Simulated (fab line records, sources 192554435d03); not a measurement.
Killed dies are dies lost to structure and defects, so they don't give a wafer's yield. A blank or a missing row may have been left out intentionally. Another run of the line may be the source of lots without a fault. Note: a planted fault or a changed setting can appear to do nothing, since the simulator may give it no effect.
Matching of chambers | flow n5-finfet | 4 sister chambers for N5_HKMG_FIN_CMP_94 on cmp-02
The step polishes, stops on SiNx, t overpolish 4.7 s, target thk 43.299 nm. 8 wafers are shown with their chamber, then 12 later ones without.

## WAFERS WITH THEIR CHAMBER
wafer  | chamber | motor-current-A (A) | head-pressure-psi (psi)
L085.3 | 2       | 10.9                | 3.994
L086.6 | 1       | 10.0                | 3.995
L090.1 | 1       | 10.8                | 4.000
L090.3 | 2       | 10.7                | 3.995
L090.4 | 3       | 11.2                | 4.000
L091.2 | 0       | 13.4                | 3.994
L091.5 | 0       | 13.2                | 3.986
L091.6 | 3       | 11.3                | 4.007

## WAFERS WHOSE CHAMBER IS MISSING
wafer  | motor-current-A (A) | head-pressure-psi (psi)
L092.1 | 11.6                | 4.005
L092.2 | 10.9                | 4.002
L092.4 | 13.3                | 4.007
L093.1 | 13.6                | 4.000
L093.3 | 11.6                | 4.014
L093.4 | 10.6                | 3.991
L095.3 | 11.2                | 4.004
L095.4 | 10.6                | 3.997
L095.6 | 11.9                | 4.001
L096.1 | 11.2                | 4.009
L096.4 | 12.9                | 4.000
L096.5 | 10.9                | 4.004

## EACH ONE'S CHAMBER
wafer  | from the rows above          | in truth
L092.1 | 3                            | 3
L092.2 | can't be placed: 3 or 2 or 1 | 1
L092.4 | 0                            | 0
L093.1 | 0                            | 0
L093.3 | 3                            | 3
L093.4 | can't be placed: 2 or 1      | 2
L095.3 | 3                            | 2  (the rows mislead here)
L095.4 | can't be placed: 1 or 2 or 3 | 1
L095.6 | can't be placed: 3 or 2      | 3
L096.1 | 3                            | 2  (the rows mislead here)
L096.4 | 0                            | 0
L096.5 | can't be placed: 3 or 1 or 2 | 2
Placed correctly: 5 of 12. Cannot be placed on the basis of these rows: 5; the candidates contain the true chamber in 5. Wrongly placed: 2.
How it was worked out, from the rows above alone: a wafer's distance from a chamber is the root of the sum, over the readings, of the square of ((its reading less the chamber's mean) divided by the reading's scatter). The wafer belongs to the nearest chamber; if the next one is less than 2 further off, it can't be placed. Each chamber's mean is taken over the wafers shown for it. The scatter is the square root of a quotient: the sum, over the shown wafers, of each reading's squared deviation from its chamber's mean, divided by wafers minus chambers.
